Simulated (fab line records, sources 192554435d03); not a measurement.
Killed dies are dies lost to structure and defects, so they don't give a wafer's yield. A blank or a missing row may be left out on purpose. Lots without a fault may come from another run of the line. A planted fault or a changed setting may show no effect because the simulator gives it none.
Chamber matching | flow n5_finfet | N5_FIN_SAQP_HM_DEP_03 on pecvd-03: 3 sister chambers
The step deposits SiNx from SiH4/NH3/N2, target thk 38 nm, time 33.6 s. 3 wafers are shown with their chamber, then 7 later ones without.

WAFERS WITH THEIR CHAMBER
wafer  | chamber | heater_power_w (W)
L077.5 | 1       | 831
L081.6 | 2       | 610
L083.4 | 0       | 806

WAFERS WITHOUT THEIR CHAMBER
wafer  | heater_power_w (W)
L083.5 | 637
L093.2 | 798
L093.4 | 794
L093.5 | 602
L097.1 | 773
L097.3 | 572
L097.5 | 871

WHICH CHAMBER EACH WENT THROUGH
wafer  | from the rows above     | in truth
L083.5 | 2                       | 2
L093.2 | can't be placed: 0 or 1 | 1
L093.4 | can't be placed: 0 or 1 | 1
L093.5 | 2                       | 2
L097.1 | can't be placed: 0 or 1 | 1
L097.3 | 2                       | 2
L097.5 | can't be placed: 1 or 0 | 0
Placed correctly: 3 of 7. Can't be placed from these rows: 4 (the true chamber is among the candidates in 4). Placed wrongly: 0.
How it was worked out, from the rows above alone: a wafer's distance from a chamber is the root of the sum, over the readings, of the square of ((its reading less the chamber's mean) divided by the reading's scatter). The wafer belongs to the nearest chamber; if the next one is less than 2 further off, it can't be placed. A chamber's mean is the mean of its shown wafers. The scatter: with one shown wafer a chamber, the root of the mean of the squares of how far each hidden wafer lies from its nearest shown one.
